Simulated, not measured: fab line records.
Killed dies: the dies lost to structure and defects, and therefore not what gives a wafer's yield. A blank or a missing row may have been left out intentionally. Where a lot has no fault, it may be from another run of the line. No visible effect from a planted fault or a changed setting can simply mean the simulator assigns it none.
Chamber matching -- flow nand-harc -- 4 sister chambers for NHARC_P_ZERO_WELL_ETCH_65 on rie-diel-13
The step etches the open film in N2/H2, target depth 80 nm, overetch 24 nm, time 87.88 s. 4 wafers are shown with their chamber, then 10 later ones without.

WAFERS WITH THEIR CHAMBER
wafer,chamber,drypump-motor-current-A (A)
L082.6,3,5.0
L087.3,0,6.5
L090.4,2,5.7
L090.5,1,5.2

WAFERS MISSING THEIR CHAMBER
wafer,drypump-motor-current-A (A)
L090.6,6.5
L093.1,5.8
L093.5,5.0
L093.6,5.8
L095.1,5.8
L095.4,5.0
L095.5,5.2
L097.1,5.7
L097.2,5.2
L097.6,5.2

CHAMBER TAKEN BY EACH
wafer,from the rows above,in truth
L090.6,0,0
L093.1,2,2
L093.5,3,3
L093.6,2,2
L095.1,2,2
L095.4,3,3
L095.5,1,1
L097.1,2,2
L097.2,1,1
L097.6,1,1
Placed correctly: 10 of 10. Number that these rows cannot place: 0. Placed wrongly: 0.
How it was worked out, from the rows above alone: a wafer's distance from a chamber is the root of the sum, over the readings, of the square of ((its reading less the chamber's mean) divided by the reading's scatter). If the next closest chamber is less than 2 further off than the closest, the wafer can't be placed; otherwise it belongs to the closest. Each chamber's mean is taken over the wafers shown for it. The scatter (one wafer shown for each chamber): square how far every hidden wafer sits from the nearest shown wafer, average those squares and take the square root.
